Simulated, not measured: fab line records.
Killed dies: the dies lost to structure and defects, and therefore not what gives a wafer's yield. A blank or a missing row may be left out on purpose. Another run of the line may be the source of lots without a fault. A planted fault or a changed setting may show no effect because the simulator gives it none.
Matching of chambers + flow n5_finfet + N5_BEOL_M14_DEP_53 on pecvd-04 has 3 sister chambers
The step deposits SiCN from 3MS/NH3, target thk 50 nm, time 17.8 s. 24 wafers are shown with their chamber, then 12 later ones without.

## WAFERS, EACH WITH ITS CHAMBER
| wafer  | chamber | showerhead_plenum_p_Torr (Torr) | throttle_valve_pct (%) |
|--------|---------|---------------------------------|------------------------|
| L075.1 | 2       | 4.135                           | 16.9                   |
| L075.2 | 0       | 4.188                           | 18.0                   |
| L075.6 | 2       | 4.138                           | 16.7                   |
| L074.3 | 2       | 4.132                           | 17.1                   |
| L074.5 | 2       | 4.142                           | 17.0                   |
| L074.6 | 0       | 4.187                           | 18.1                   |
| L076.4 | 2       | 4.139                           | 16.9                   |
| L076.5 | 0       | 4.166                           | 18.0                   |
| L076.6 | 1       | 4.147                           | 18.0                   |
| L077.2 | 1       | 4.154                           | 18.0                   |
| L077.5 | 2       | 4.134                           | 16.4                   |
| L077.6 | 0       | 4.187                           | 18.1                   |
| L085.2 | 0       | 4.182                           | 17.9                   |
| L085.3 | 2       | 4.140                           | 17.3                   |
| L085.4 | 0       | 4.188                           | 17.7                   |
| L087.1 | 0       | 4.185                           | 18.1                   |
| L087.3 | 0       | 4.193                           | 18.1                   |
| L087.6 | 1       | 4.157                           | 18.4                   |
| L092.1 | 1       | 4.149                           | 18.0                   |
| L092.4 | 0       | 4.184                           | 18.0                   |
| L092.6 | 2       | 4.142                           | 17.1                   |
| L090.1 | 2       | 4.137                           | 17.0                   |
| L090.3 | 1       | 4.155                           | 17.9                   |
| L090.4 | 0       | 4.171                           | 18.1                   |

SIGNATURES, as means of the wafers listed above
| reading                  | chamber 0 | chamber 1 | chamber 2 | scatter within a chamber |
|--------------------------|-----------|-----------|-----------|--------------------------|
| showerhead_plenum_p_Torr | 4.18310   | 4.15240   | 4.13767   | 0.00613                  |
| throttle_valve_pct       | 18.010    | 18.060    | 16.933    | 0.2                      |
Rule: distance of a wafer from a chamber = root of the sum over the readings of ((wafer's reading minus chamber's mean) / reading's scatter) squared. If the next closest chamber is less than 2 further off than the closest, the wafer can't be placed; otherwise it belongs to the closest. The scatter is the square root of a quotient: the sum, over the shown wafers, of each reading's squared deviation from its chamber's mean, divided by wafers minus chambers.

## WAFERS WHOSE CHAMBER IS MISSING
| wafer  | showerhead_plenum_p_Torr (Torr) | throttle_valve_pct (%) |
|--------|---------------------------------|------------------------|
| L091.1 | 4.148                           | 18.1                   |
| L091.2 | 4.120                           | 16.9                   |
| L091.3 | 4.185                           | 17.9                   |
| L093.1 | 4.180                           | 17.8                   |
| L093.2 | 4.150                           | 18.1                   |
| L093.4 | 4.148                           | 18.0                   |
| L094.1 | 4.186                           | 18.2                   |
| L094.5 | 4.154                           | 17.9                   |
| L094.6 | 4.137                           | 17.0                   |
| L097.2 | 4.146                           | 18.1                   |
| L097.3 | 4.190                           | 17.9                   |
| L097.5 | 4.132                           | 17.0                   |

## THE CHAMBER EACH PASSED THROUGH
| wafer  | from the rows above | in truth |
|--------|---------------------|----------|
| L091.1 | 1                   | 1        |
| L091.2 | 2                   | 2        |
| L091.3 | 0                   | 0        |
| L093.1 | 0                   | 0        |
| L093.2 | 1                   | 1        |
| L093.4 | 1                   | 1        |
| L094.1 | 0                   | 0        |
| L094.5 | 1                   | 1        |
| L094.6 | 2                   | 2        |
| L097.2 | 1                   | 1        |
| L097.3 | 0                   | 0        |
| L097.5 | 2                   | 2        |
Correct placement for 12 of the 12. From these rows, 0 cannot be placed. Number placed wrongly: 0.
